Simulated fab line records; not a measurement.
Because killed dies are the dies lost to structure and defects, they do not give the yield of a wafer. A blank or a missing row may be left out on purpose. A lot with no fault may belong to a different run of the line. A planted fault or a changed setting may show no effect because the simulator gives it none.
Split-lot trial	flow n5-finfet	7 lots, 21 wafers read, on a route of 1938 steps

## SPLIT DETAILS
At N5_BEOL_M15_TRENCH_ETCH_34 (etches SiO2 in C4F8/O2/Ar, target depth 872.93 nm, time 199 s), the setting time-s was moved away from the recipe's 199 s on 7 of the 21 wafers read, by -20.6% to +15.7%. This setting was run at the recipe's value on the other wafers.

## FROM THE SPLIT TO THE READING: what the file shows between them, 7 steps
- N5_BEOL_M15_STRIP_36: strips in O2
- N5_BEOL_M15_ECD_47: material Cu, target thk 1860 nm
- N5_BEOL_M15_ANNEAL_48: time 90 s
- N5_BEOL_M15_CMP_49: polishes, stops on SiO2, t overpolish 4.9 s, target thk 850 nm
- N5_BEOL_M15_THK_MEAS_50: measures by xrf
- N5_BEOL_M15_PRE_CLEAN_52: time 15 s
- N5_BEOL_M15_DEP_53: deposits SiCN from 3MS/NH3, target thk 50 nm, time 17.8 s

## THE READING
M15_RS (ohm/sq), read at N5_BEOL_M15_RS_MEAS_54 with a four-point probe. Fault-free wafers of this fab line usually give 0.0216 ohm/sq, standard deviation 0.00035 ohm/sq.

wafer	tool, chamber at the split	time-s as run, s	against the recipe	M15_RS, ohm/sq	against lot-mates on the recipe
L079.1	rie-diel-05, 3	199	recipe	0.0213	-
L079.2	rie-diel-05, 0	199	recipe	0.0211	-
L079.6	rie-diel-05, 0	199	recipe	0.0208	-
L081.3	rie-diel-03, 1	199	recipe	0.0217	-
L081.5	rie-diel-03, 0	158.1	-20.6%	0.0275	+0.0058
L081.6	rie-diel-03, 1	199	recipe	0.0217	-
L082.1	rie-diel-05, 0	182.2	-8.4%	0.0231	+0.0013
L082.2	rie-diel-05, 3	199	recipe	0.0218	-
L082.3	rie-diel-05, 1	182.2	-8.4%	0.0243	+0.0025
L086.3	rie-diel-03, 3	199	recipe	0.0221	-
L086.5	rie-diel-03, 2	199	recipe	0.0214	-
L086.6	rie-diel-03, 1	199	recipe	0.0218	-
L088.1	rie-diel-05, 0	230.2	+15.7%	0.0181	-0.0033
L088.2	rie-diel-05, 2	230.2	+15.7%	0.0180	-0.0034
L088.4	rie-diel-05, 3	199	recipe	0.0214	-
L093.3	rie-diel-02, 2	229.5	+15.3%	0.0188	-0.0027
L093.4	rie-diel-02, 1	229.5	+15.3%	0.0184	-0.0031
L093.5	rie-diel-02, 0	199	recipe	0.0215	-
L095.1	rie-diel-03, 3	199	recipe	0.0213	-
L095.2	rie-diel-03, 0	199	recipe	0.0216	-
L095.4	rie-diel-03, 2	199	recipe	0.0213	-

FIT RESULTS
A straight line over all 21 wafers: M15_RS changes by -0.000237 ohm/sq for each +1% of time-s; r = -0.98; the points scatter about the line by 0.00047 ohm/sq.
The same after taking each lot's own level away (the mean of its wafers on the recipe; 21 wafers): -0.000228 ohm/sq for each +1%; r = -0.98; scatter 0.00039 ohm/sq.
According to that fit, moving time-s by its largest amount changes the reading by 0.0047 ohm/sq.
The span of the lots' own levels, 0.02107 to 0.02180 ohm/sq, comes to 2.1 times the standard deviation stated above.
Hence the lot-to-lot level has little effect on the slope; both slopes agree.
Check: with one of the wafers moved furthest among these (-20.6%) left out of the fit, the line predicts +0.00426 ohm/sq for it against its lot-mates. It came out at +0.0058 ohm/sq against them.

## THE WHOLE CHAIN: every reading that the file lists as answering this split, in the file's order
step	what it does	reading	change (the file's fit)	r (the file's)
N5_BEOL_M15_TRENCH_ETCH_34	etches SiO2 in C4F8/O2/Ar, target depth 872.93 nm, time 199 s	etch.depth-nm (the simulator's own value, which no gauge read)	+8.98 nm for each +1% of the setting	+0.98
N5_BEOL_M15_TRENCH_ETCH_34	etches SiO2 in C4F8/O2/Ar, target depth 872.93 nm, time 199 s	coat_of_BEOL_M15_COAT_22.thk-nm (the simulator's own value, which no gauge read)	-1.47 nm for each +1% of the setting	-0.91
N5_BEOL_M15_CMP_49	polishes, stops on SiO2, t overpolish 4.9 s, target thk 850 nm	Cu_of_BEOL_M15_ECD_47.thk-nm (the simulator's own value, which no gauge read)	+8.96 nm for each +1% of the setting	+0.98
N5_BEOL_M15_THK_MEAS_50	measures by xrf	M15_THK	+9.25 for each +1% of the setting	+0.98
N5_BEOL_M15_RS_MEAS_54	measures by four-point-probe	M15_RS	-0.00024 for each +1% of the setting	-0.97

## THE FILE'S OWN FIT
M15_RS changes by -0.00024 ohm/sq for each +1% of time-s, r = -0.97.
